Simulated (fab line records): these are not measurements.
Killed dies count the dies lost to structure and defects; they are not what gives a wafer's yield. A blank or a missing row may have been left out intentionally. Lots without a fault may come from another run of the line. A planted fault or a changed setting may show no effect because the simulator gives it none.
Chamber matching || flow nand_harc || NHARC_P_STI_CMP_21 on cmp-04 has 4 sister chambers
The step polishes, t overpolish 20 s, target thk 380.67 nm. 4 wafers are shown with their chamber, then 7 later ones without.

WAFERS, EACH WITH ITS CHAMBER
{"wafer": "L522.4", "chamber": 1, "motor_current_A (A)": 12.7}
{"wafer": "L528.5", "chamber": 0, "motor_current_A (A)": 13.1}
{"wafer": "L534.2", "chamber": 2, "motor_current_A (A)": 14.6}
{"wafer": "L534.3", "chamber": 3, "motor_current_A (A)": 11.3}

WAFERS MISSING THEIR CHAMBER
{"wafer": "L534.4", "motor_current_A (A)": 12.9}
{"wafer": "L541.2", "motor_current_A (A)": 15.1}
{"wafer": "L541.4", "motor_current_A (A)": 11.5}
{"wafer": "L541.5", "motor_current_A (A)": 12.9}
{"wafer": "L543.1", "motor_current_A (A)": 13.7}
{"wafer": "L543.3", "motor_current_A (A)": 14.9}
{"wafer": "L543.6", "motor_current_A (A)": 12.3}

WHICH CHAMBER EACH ONE RAN IN
{"wafer": "L534.4", "from the rows above": "can't be placed: 0 or 1", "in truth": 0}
{"wafer": "L541.2", "from the rows above": 2, "in truth": 2}
{"wafer": "L541.4", "from the rows above": 3, "in truth": 3}
{"wafer": "L541.5", "from the rows above": "can't be placed: 0 or 1", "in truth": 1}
{"wafer": "L543.1", "from the rows above": "can't be placed: 0 or 2 or 1", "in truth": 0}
{"wafer": "L543.3", "from the rows above": 2, "in truth": 2}
{"wafer": "L543.6", "from the rows above": "can't be placed: 1 or 0 or 3", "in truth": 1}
3 of 7 placed correctly. From these rows, 4 cannot be placed; in 4 the true chamber is one of the candidates. Number placed wrongly: 0.
How it was worked out, from the rows above alone: a wafer's distance from a chamber is the root of the sum, over the readings, of the square of ((its reading less the chamber's mean) divided by the reading's scatter). If the next closest chamber is less than 2 further off than the closest, the wafer can't be placed; otherwise it belongs to the closest. For every chamber, the mean is computed from those of its wafers that are shown. The scatter: root of mean squared gap, hidden wafer to nearest shown wafer, with one shown wafer a chamber.
